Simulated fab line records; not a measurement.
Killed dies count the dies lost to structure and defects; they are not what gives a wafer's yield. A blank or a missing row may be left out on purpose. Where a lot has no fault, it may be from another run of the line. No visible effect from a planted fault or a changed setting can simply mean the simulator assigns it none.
Which tool is to blame? -- flow n5_finfet -- 23 wafers from 8 lots sampled at 5 of the route's 1938 steps

== WHAT THE GAUGES READ, wafer by wafer ==
N5_BEOL_M4_RC_MEAS_101. Usual: DIBL_N 36.3 mV/V, standard deviation 1; DIBL_P 36.2 mV/V, standard deviation 1.4; IOFF_N 0.157 nA/um, standard deviation 0.021; IOFF_P 0.206 nA/um, standard deviation 0.025; ION_N 673 uA/um, standard deviation 9; ION_P 461 uA/um, standard deviation 6.4; SS_N 71.5 mV/dec, standard deviation 0.5; SS_P 73.2 mV/dec, standard deviation 0.47; VT_N 249.9 mV, standard deviation 2.4; VT_P -250.6 mV, standard deviation 2.9.
lot,measured,on,DIBL_N (mV/V),DIBL_P (mV/V),IOFF_N (nA/um),IOFF_P (nA/um),ION_N (uA/um),ION_P (uA/um),SS_N (mV/dec),SS_P (mV/dec),VT_N (mV),VT_P (mV),flag
L171,day 8 05:33,prober-01,35.3 37.3 34.9,34.4 37.2 34.2,0.136 0.170 0.129,0.177 0.217 0.175,671 682 668,462 467 461,70.8 71.2 70.1,73.1 74.0 73.2,250.8 248.2 250.4,-251.1 -250.9 -252.8,
L173,day 8 05:05,prober-02,36.7 34.9 36.6,35.9 34.3 36.5,0.175 0.153 0.190,0.204 0.182 0.208,683 679 689,460 466 462,71.6 71.4 71.7,73.8 73.2 74.1,249.0 250.8 248.7,-251.3 -252.4 -253.0,
L177,day 9 13:46,prober-01,37.1 36.2 36.3,38.0 37.4 37.1,0.200 0.189 0.183,0.260 0.241 0.251,676 673 676,464 463 465,72.4 71.8 71.9,74.0 73.5 74.3,247.1 246.8 249.2,-247.2 -248.0 -246.9,
L179,day 9 19:16,prober-02,35.4 36.5 36.2,35.4 36.8 35.5,0.140 0.175 0.159,0.180 0.203 0.186,663 685 661,451 465 450,70.8 72.0 71.9,73.5 73.5 73.4,252.7 246.5 250.9,-250.7 -250.9 -254.0,
L186,day 11 15:56,prober-01,38.0 36.4,37.5 35.4,0.169 0.138,0.228 0.196,666 658,463 456,71.4 71.1,73.5 73.1,249.7 250.6,-248.1 -253.0,
L191,day 13 01:10,prober-01,35.8 36.5 35.6,34.6 34.8 34.3,0.141 0.147 0.142,0.206 0.210 0.208,679 665 681,470 463 472,71.0 71.5 71.0,73.2 72.5 72.6,250.3 248.9 250.8,-247.9 -246.2 -247.9,
L192,day 13 13:49,prober-02,37.8 35.6 33.4,38.4 35.6 32.3,0.180 0.145 0.106,0.230 0.187 0.148,674 664 663,462 457 455,71.7 72.1 70.7,74.2 72.9 72.3,248.4 251.5 255.4,-251.4 -251.2 -255.0,
L193,day 13 18:34,prober-02,36.6 37.6 36.7,39.0 40.5 38.5,0.183 0.208 0.187,0.210 0.230 0.207,688 697 686,469 462 462,71.7 71.7 72.0,73.4 73.7 73.4,246.7 247.3 246.2,-247.7 -248.8 -249.5,

== TOOL THAT RAN EACH LOT (tool first, then ch and the chambers of the sampled wafers, then the start) ==
lot,N5_BEOL_M3_STRIP_66,N5_BEOL_M3_HM_OPEN_17,N5_BEOL_M3_ETCH_77,N5_BEOL_M3_ETCH_69
L171,"rie_diel-01 ch 1,3, day 7 10:28","rie_metal-03 ch 0,1, day 7 10:32","rie_diel-05 ch 1,2,3, day 7 11:26","rie_diel-05 ch 1,2,3, day 7 11:27"
L173,"rie_diel-03 ch 1,3, day 7 10:35","rie_metal-01 ch 0,1, day 7 10:38","rie_diel-03 ch 1,2,3, day 7 11:27","rie_diel-03 ch 1,2,3, day 7 11:28"
L177,"rie_diel-03 ch 0,1,2, day 8 17:13","rie_metal-03 ch 0, day 8 17:16","rie_diel-05 ch 2,3, day 8 18:02","rie_diel-05 ch 2,3, day 8 18:03"
L179,"rie_diel-01 ch 0,2, day 9 05:31","rie_metal-03 ch 0,1, day 9 05:34","rie_diel-05 ch 0,3, day 9 06:21","rie_diel-05 ch 0,3, day 9 06:22"
L186,"rie_diel-05 ch 1,2, day 10 23:15","rie_metal-03 ch 1, day 10 23:20","rie_diel-05 ch 0,3, day 11 00:22","rie_diel-05 ch 0,3, day 11 00:23"
L191,"rie_diel-01 ch 0,2,3, day 12 10:56","rie_metal-03 ch 0,1, day 12 10:59","rie_diel-03 ch 1,2,3, day 12 11:38","rie_diel-03 ch 1,2,3, day 12 11:39"
L192,"rie_diel-05 ch 0,2,3, day 12 17:48","rie_metal-03 ch 0,1, day 12 17:50","rie_diel-03 ch 0,1,2, day 12 18:34","rie_diel-03 ch 0,1,2, day 12 18:34"
L193,"rie_diel-01 ch 0,3, day 12 21:34","rie_metal-01 ch 0,1, day 12 21:37","rie_diel-03 ch 1,2, day 12 22:24","rie_diel-03 ch 1,2, day 12 22:25"
- N5_BEOL_M3_STRIP_66: strips in CF4.
- N5_BEOL_M3_HM_OPEN_17: chemistry Cl2/BCl3, target TiN, target depth 20 nm, overetch 6 nm.
- N5_BEOL_M3_ETCH_77: etches underlayer in N2/H2, target depth 6.5 nm, time 5.2 s.
- N5_BEOL_M3_ETCH_69: etches SiARC in CF4, target depth 15.6 nm, time 26 s.

== WHAT THE TOOLS THEMSELVES READ (means of the sampled wafers that have a number; where no wafer has one, the mark that the record gives instead) ==
N5_BEOL_M3_STRIP_66. Usual: drypump_motor_current_A 5.6 A, standard deviation 0.57; oes_product_au 0.77 a.u., standard deviation 0.082; power_w 300.1 W, standard deviation 0.93; rf_vpp_V 271.4 V, standard deviation 1.8; showerhead_plenum_p_Torr 1.80 Torr, standard deviation 0.07; throttle_valve_pct 13.53 %, standard deviation 0.19.
lot,tool,drypump_motor_current_A (A),oes_product_au (a.u.),power_w (W),rf_vpp_V (V),showerhead_plenum_p_Torr (Torr),throttle_valve_pct (%),flag
L171,rie_diel-01,5.5,0.84,301.5,273.1,1.88,13.41,
L173,rie_diel-03,5.3,0.75,300.2,271.7,1.79,13.46,
L177,rie_diel-03,5.3,0.73,300.8,272.7,1.85,13.54,
L179,rie_diel-01,6.1,0.69,299.8,272.4,1.84,13.90,
L186,rie_diel-05,6.1,0.81,300.9,270.6,1.73,13.58,
L191,rie_diel-01,5.7,0.84,299.8,272.0,1.83,13.48,
L192,rie_diel-05,5.9,0.74,300.3,269.8,1.72,13.62,
L193,rie_diel-01,5.3,0.89,299.3,271.9,1.83,13.26,

N5_BEOL_M3_HM_OPEN_17. Usual: drypump_motor_current_A 5.8 A, standard deviation 0.43; mfc_ar_sccm 25.00 sccm, standard deviation 0.076; oes_product_au 0.68 a.u., standard deviation 0.077; throttle_valve_pct 22.15 %, standard deviation 0.11.
lot,tool,drypump_motor_current_A (A),mfc_ar_sccm (sccm),oes_product_au (a.u.),throttle_valve_pct (%),flag
L171,rie_metal-03,5.4,25.02,0.73,22.17,
L173,rie_metal-01,5.6,24.97,0.54,22.19,
L177,rie_metal-03,5.1,24.99,0.78,22.22,
L179,rie_metal-03,5.7,24.96,0.66,22.15,
L186,rie_metal-03,5.9,25.09,0.61,22.11,
L191,rie_metal-03,5.7,25.03,0.64,22.15,
L192,rie_metal-03,5.4,24.94,0.68,22.22,
L193,rie_metal-01,5.9,24.88,0.67,22.01,

N5_BEOL_M3_ETCH_77. Usual: drypump_motor_current_A is 5.6 A with standard deviation 0.65, etch_rf_on_time_s is 5.15 s with standard deviation 0.091, n2_flow_sccm is 200.0 sccm with standard deviation 0.64, oes_product_au is 0.67 a.u. with standard deviation 0.074, rf_vpp_V is 523 V with standard deviation 3.3, showerhead_plenum_p_Torr is 2.52 Torr with standard deviation 0.11, and throttle_valve_pct is 17.78 % with standard deviation 0.19.
lot,tool,drypump_motor_current_A (A),etch_rf_on_time_s (s),n2_flow_sccm (sccm),oes_product_au (a.u.),rf_vpp_V (V),showerhead_plenum_p_Torr (Torr),throttle_valve_pct (%),flag
L171,rie_diel-05,6.3,5.24,200.1,0.62,521,2.46,18.04,
L173,rie_diel-03,5.3,5.25,199.6,0.64,524,2.55,17.68,
L177,rie_diel-05,6.4,5.27,199.4,0.62,520,2.44,17.90,
L179,rie_diel-05,5.4,5.08,199.6,0.72,522,2.47,17.68,
L186,rie_diel-05,5.8,5.54,199.2,0.67,522,2.46,17.73,OFF
L191,rie_diel-03,5.3,5.16,200.5,0.63,525,2.53,17.76,
L192,rie_diel-03,5.3,5.11,199.9,0.70,526,2.62,17.67,
L193,rie_diel-03,5.3,5.25,199.7,0.61,527,2.63,17.74,

N5_BEOL_M3_ETCH_69. Usual: drypump_motor_current_A is 5.6 A with standard deviation 0.66, etch_rf_on_time_s is 25.8 s with standard deviation 0.42, mfc_ar_sccm is 100.0 sccm with standard deviation 0.3, oes_product_au is 0.68 a.u. with standard deviation 0.074, rf_vpp_V is 183.9 V with standard deviation 1.3, showerhead_plenum_p_Torr is 2.12 Torr with standard deviation 0.085, and throttle_valve_pct is 15.54 % with standard deviation 0.16.
lot,tool,drypump_motor_current_A (A),etch_rf_on_time_s (s),mfc_ar_sccm (sccm),oes_product_au (a.u.),rf_vpp_V (V),showerhead_plenum_p_Torr (Torr),throttle_valve_pct (%),flag
L171,rie_diel-05,6.3,26.2,100.1,0.62,183.8,2.08,15.75,
L173,rie_diel-03,5.3,25.7,100.0,0.65,184.1,2.14,15.48,
L177,rie_diel-05,6.4,26.4,100.0,0.62,182.9,2.05,15.71,
L179,rie_diel-05,5.4,25.5,99.9,0.72,182.5,2.08,15.48,
L186,rie_diel-05,5.8,26.0,99.4,0.69,183.9,2.08,15.55,
L191,rie_diel-03,5.2,26.0,100.0,0.63,184.6,2.13,15.55,
L192,rie_diel-03,5.3,25.8,99.9,0.70,184.8,2.20,15.43,
L193,rie_diel-03,5.2,26.2,100.4,0.62,184.9,2.21,15.58,

== THE ANSWER, worked out from the rows above alone ==
Rule: a lot is off if the mean of its wafers that have a number lies more than 3 standard deviations from the usual mean. A lot without any number at a reading at which 4 lots or more have one is off too. The other lots that the step has rows for count as sound. The gauges are gone through in route order, then the tools' own readings, and for those a lot's mean is taken as printed above. At the first step where some lot is off, the reading lying furthest off is the one used; lots without a number count as furthest.
Off, at N5_BEOL_M3_ETCH_77 on etch_rf_on_time_s: L186.
If a tool, at that step or one of the process steps before it, ran each lot that is off and ran no sound lot following the first of them, it fits. One fits: rie_diel-05 at N5_BEOL_M3_ETCH_77. Its last sound lot is L179 (day 9 06:21), its first lot that is off L186 (day 11 00:22): a fault that began between those two fits.

== WHAT WAS PUT IN BY THE SIMULATOR ==
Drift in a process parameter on rie_diel-05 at N5_BEOL_M3_ETCH_77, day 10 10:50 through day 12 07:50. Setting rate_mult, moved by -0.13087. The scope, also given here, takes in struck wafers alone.
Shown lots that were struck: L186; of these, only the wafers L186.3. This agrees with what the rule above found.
